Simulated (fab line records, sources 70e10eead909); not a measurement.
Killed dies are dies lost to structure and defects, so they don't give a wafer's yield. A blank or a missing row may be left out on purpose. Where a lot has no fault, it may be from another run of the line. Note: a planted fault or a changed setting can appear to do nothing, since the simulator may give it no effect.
Which tool is to blame? :: flow nand harc :: 24 lots with 72 wafers sampled at 2 steps, on a route of 1159 steps

WHAT THE GAUGES READ, wafer by wafer
NHARC_A_START_INSPECT_01.
lot: L075
measured: day 6 18:20
on: defect inspect-01
raw defect count: 4 2 3

lot: L074
measured: day 7 00:08
on: defect inspect-02
raw defect count: 5 6 3

lot: L076
measured: day 7 05:10
on: defect inspect-01
raw defect count: 1 6 4

lot: L077
measured: day 7 05:41
on: defect inspect-02
raw defect count: 3 5 0

lot: L079
measured: day 7 11:42
on: defect inspect-01
raw defect count: 5 4 5

lot: L078
measured: day 7 12:37
on: defect inspect-01
raw defect count: 3 3 6

lot: L080
measured: day 8 01:37
on: defect inspect-01
raw defect count: 0 2 4

lot: L081
measured: day 8 15:55
on: defect inspect-02
raw defect count: 3 3 3

lot: L082
measured: day 8 16:38
on: defect inspect-01
raw defect count: 7 5 3

lot: L083
measured: day 8 17:53
on: defect inspect-02
raw defect count: 2 2 2

lot: L084
measured: day 8 22:43
on: defect inspect-02
raw defect count: 3 2 5

lot: L089
measured: day 9 19:53
on: defect inspect-01
raw defect count: 4 4 4

lot: L086
measured: day 9 21:06
on: defect inspect-02
raw defect count: 3 0 6

lot: L085
measured: day 9 22:29
on: defect inspect-02
raw defect count: 4 4 3

lot: L088
measured: day 10 03:38
on: defect inspect-01
raw defect count: 2 3 3

lot: L087
measured: day 10 03:43
on: defect inspect-02
raw defect count: 3 2 5

lot: L090
measured: day 10 12:06
on: defect inspect-01
raw defect count: 3 5 4

lot: L091
measured: day 10 17:04
on: defect inspect-01
raw defect count: 3 9 4

lot: L092
measured: day 11 03:26
on: defect inspect-01
raw defect count: 3 6 6

lot: L094
measured: day 11 03:35
on: defect inspect-02
raw defect count: 4 1 3

lot: L093
measured: day 11 05:13
on: defect inspect-01
raw defect count: 4 1 6

lot: L095
measured: day 11 17:25
on: defect inspect-01
raw defect count: 1 5 4

lot: L096
measured: day 11 17:40
on: defect inspect-01
raw defect count: 9 4 2

lot: L097
measured: day 12 10:10
on: defect inspect-02
raw defect count: 3 3 3

WHAT TOOL EACH LOT RAN ON (gives the tool, then ch and the chambers of the sampled wafers, and finally the start)
lot: L075
NHARC_P_BONDPAD_ETCH_24: rie diel-08 ch 0,3, day 6 18:20 or earlier

lot: L074
NHARC_P_BONDPAD_ETCH_24: rie diel-06 ch 0,1,2, day 6 21:36

lot: L076
NHARC_P_BONDPAD_ETCH_24: rie diel-08 ch 0,2,3, day 7 05:10 or earlier

lot: L077
NHARC_P_BONDPAD_ETCH_24: rie diel-08 ch 0,2,3, day 7 05:41 or earlier

lot: L079
NHARC_P_BONDPAD_ETCH_24: rie diel-06 ch 0,1, day 7 11:42 or earlier

lot: L078
NHARC_P_BONDPAD_ETCH_24: rie diel-06 ch 0,2,3, day 7 10:05

lot: L080
NHARC_P_BONDPAD_ETCH_24: rie diel-01 ch 1,2,3, day 8 01:37 or earlier

lot: L081
NHARC_P_BONDPAD_ETCH_24: rie diel-06 ch 1,2,3, day 8 15:55 or earlier

lot: L082
NHARC_P_BONDPAD_ETCH_24: rie diel-06 ch 0,3, day 8 16:38 or earlier

lot: L083
NHARC_P_BONDPAD_ETCH_24: rie diel-06 ch 1,3, day 8 17:53 or earlier

lot: L084
NHARC_P_BONDPAD_ETCH_24: rie diel-06 ch 1,2,3, day 8 22:43 or earlier

lot: L089
NHARC_P_BONDPAD_ETCH_24: rie diel-06 ch 1,3, day 9 19:53 or earlier

lot: L086
NHARC_P_BONDPAD_ETCH_24: rie diel-08 ch 2,3, day 9 21:06 or earlier

lot: L085
NHARC_P_BONDPAD_ETCH_24: rie diel-06 ch 1,2,3, day 9 22:29 or earlier

lot: L088
NHARC_P_BONDPAD_ETCH_24: rie diel-08 ch 0,1, day 10 03:38 or earlier

lot: L087
NHARC_P_BONDPAD_ETCH_24: rie diel-06 ch 0,3, day 10 03:43 or earlier

lot: L090
NHARC_P_BONDPAD_ETCH_24: rie diel-06 ch 1,3, day 10 12:06 or earlier

lot: L091
NHARC_P_BONDPAD_ETCH_24: rie diel-06 ch 1,2,3, day 10 17:04 or earlier

lot: L092
NHARC_P_BONDPAD_ETCH_24: rie diel-06 ch 0,2,3, day 11 00:29

lot: L094
NHARC_P_BONDPAD_ETCH_24: rie diel-06 ch 0,2,3, day 11 01:04

lot: L093
NHARC_P_BONDPAD_ETCH_24: rie diel-08 ch 1,2, day 11 05:13 or earlier

lot: L095
NHARC_P_BONDPAD_ETCH_24: rie diel-06 ch 0,1,2, day 11 17:25 or earlier

lot: L096
NHARC_P_BONDPAD_ETCH_24: rie diel-08 ch 0,1,2, day 11 17:40 or earlier

lot: L097
NHARC_P_BONDPAD_ETCH_24: rie diel-06 ch 0,3, day 12 10:10 or earlier
- NHARC_P_BONDPAD_ETCH_24: etches the open film in CF4/N2, target depth 30 nm, time 72.99 s.

WHAT THE TOOLS THEMSELVES READ (means of the sampled wafers that have a number; where no wafer has one, the mark that the record gives instead)
NHARC_P_BONDPAD_ETCH_24.
lot: L075
tool: rie diel-08
bias w (W): 99.8
drypump motor current A (A): 6.4
oes product au (a.u.): 1.030
rf vpp V (V): 313.1
showerhead plenum p Torr (Torr): 2.57
throttle valve pct (%): 19.789

lot: L074
tool: rie diel-06
bias w (W): 99.9
drypump motor current A (A): 5.7
oes product au (a.u.): 1.004
rf vpp V (V): 312.1
showerhead plenum p Torr (Torr): 2.56
throttle valve pct (%): 19.807

lot: L076
tool: rie diel-08
bias w (W): 100.1
drypump motor current A (A): 6.3
oes product au (a.u.): 1.019
rf vpp V (V): 313.8
showerhead plenum p Torr (Torr): 2.62
throttle valve pct (%): 19.794

lot: L077
tool: rie diel-08
bias w (W): 99.7
drypump motor current A (A): 6.3
oes product au (a.u.): 1.021
rf vpp V (V): 314.4
showerhead plenum p Torr (Torr): 2.62
throttle valve pct (%): 19.803

lot: L079
tool: rie diel-06
bias w (W): 99.9
drypump motor current A (A): 5.2
oes product au (a.u.): 1.010
rf vpp V (V): 313.3
showerhead plenum p Torr (Torr): 2.56
throttle valve pct (%): 19.790

lot: L078
tool: rie diel-06
bias w (W): 99.5
drypump motor current A (A): 5.6
oes product au (a.u.): 1.008
rf vpp V (V): 313.1
showerhead plenum p Torr (Torr): 2.57
throttle valve pct (%): 19.798

lot: L080
tool: rie diel-01
bias w (W): 100.0
drypump motor current A (A): 5.5
oes product au (a.u.): 0.985
rf vpp V (V): 316.1
showerhead plenum p Torr (Torr): 2.80
throttle valve pct (%): 19.790

lot: L081
tool: rie diel-06
bias w (W): 100.0
drypump motor current A (A): 5.8
oes product au (a.u.): 1.009
rf vpp V (V): 314.7
showerhead plenum p Torr (Torr): 2.64
throttle valve pct (%): 19.784

lot: L082
tool: rie diel-06
bias w (W): 100.0
drypump motor current A (A): 5.1
oes product au (a.u.): 1.009
rf vpp V (V): 313.7
showerhead plenum p Torr (Torr): 2.66
throttle valve pct (%): 19.788

lot: L083
tool: rie diel-06
bias w (W): 100.5
drypump motor current A (A): 5.4
oes product au (a.u.): 0.994
rf vpp V (V): 315.0
showerhead plenum p Torr (Torr): 2.73
throttle valve pct (%): 19.794

lot: L084
tool: rie diel-06
bias w (W): 99.7
drypump motor current A (A): 5.8
oes product au (a.u.): 1.002
rf vpp V (V): 315.4
showerhead plenum p Torr (Torr): 2.64
throttle valve pct (%): 19.793

lot: L089
tool: rie diel-06
bias w (W): 100.2
drypump motor current A (A): 5.5
oes product au (a.u.): 0.983
rf vpp V (V): 315.5
showerhead plenum p Torr (Torr): 2.71
throttle valve pct (%): 19.801

lot: L086
tool: rie diel-08
bias w (W): 99.7
drypump motor current A (A): 6.4
oes product au (a.u.): 1.025
rf vpp V (V): 314.0
showerhead plenum p Torr (Torr): 2.57
throttle valve pct (%): 19.802

lot: L085
tool: rie diel-06
bias w (W): 100.3
drypump motor current A (A): 5.8
oes product au (a.u.): 1.001
rf vpp V (V): 314.9
showerhead plenum p Torr (Torr): 2.64
throttle valve pct (%): 19.785

lot: L088
tool: rie diel-08
bias w (W): 99.8
drypump motor current A (A): 6.2
oes product au (a.u.): 1.015
rf vpp V (V): 313.9
showerhead plenum p Torr (Torr): 2.61
throttle valve pct (%): 19.806

lot: L087
tool: rie diel-06
bias w (W): 100.0
drypump motor current A (A): 5.1
oes product au (a.u.): 1.013
rf vpp V (V): 315.7
showerhead plenum p Torr (Torr): 2.66
throttle valve pct (%): 19.792

lot: L090
tool: rie diel-06
bias w (W): 99.8
drypump motor current A (A): 5.5
oes product au (a.u.): 0.989
rf vpp V (V): 315.9
showerhead plenum p Torr (Torr): 2.71
throttle valve pct (%): 19.797

lot: L091
tool: rie diel-06
bias w (W): 99.9
drypump motor current A (A): 5.8
oes product au (a.u.): 0.995
rf vpp V (V): 313.4
showerhead plenum p Torr (Torr): 2.63
throttle valve pct (%): 19.793

lot: L092
tool: rie diel-06
bias w (W): 99.8
drypump motor current A (A): 5.6
oes product au (a.u.): 1.011
rf vpp V (V): 313.6
showerhead plenum p Torr (Torr): 2.56
throttle valve pct (%): 19.798

lot: L094
tool: rie diel-06
bias w (W): 100.0
drypump motor current A (A): 5.6
oes product au (a.u.): 1.011
rf vpp V (V): 313.0
showerhead plenum p Torr (Torr): 2.56
throttle valve pct (%): 19.796

lot: L093
tool: rie diel-08
bias w (W): 100.2
drypump motor current A (A): 6.1
oes product au (a.u.): 1.006
rf vpp V (V): 314.1
showerhead plenum p Torr (Torr): 2.59
throttle valve pct (%): 19.789

lot: L095
tool: rie diel-06
bias w (W): 99.7
drypump motor current A (A): 5.7
oes product au (a.u.): 1.013
rf vpp V (V): 312.4
showerhead plenum p Torr (Torr): 2.55
throttle valve pct (%): 19.788

lot: L096
tool: rie diel-08
bias w (W): 99.7
drypump motor current A (A): 6.2
oes product au (a.u.): 1.011
rf vpp V (V): 314.0
showerhead plenum p Torr (Torr): 2.62
throttle valve pct (%): 19.792

lot: L097
tool: rie diel-06
bias w (W): 99.9
drypump motor current A (A): 5.1
oes product au (a.u.): 0.996
rf vpp V (V): 313.4
showerhead plenum p Torr (Torr): 2.57
throttle valve pct (%): 19.791

THE ANSWER, worked out from the rows above alone
Rule: the usual values come from the lots themselves. Put in order of their means at a reading, lots are off if they are a third of the lots or fewer, leave a main group of 4 or more, and stand apart from it by a gap of 3 or more times the standard deviation of the main group's means; of several such gaps the widest counts. The tables above print the reading to a certain number of digits; a main group whose means all agree to those digits is not used. Also off: a lot with no number at a reading for which 4 or more lots have one. Any other lot the step has rows for is counted as sound. The gauges are gone through in route order, then the tools' own readings, and for those a lot's mean is taken as printed above. The first step at which some lot is off is used, and at that step the reading that is off furthest; a lot without a number counts as furthest.
No lot is off on any of the readings shown, so nothing can be concluded from this.

WHAT WAS PUT IN BY THE SIMULATOR
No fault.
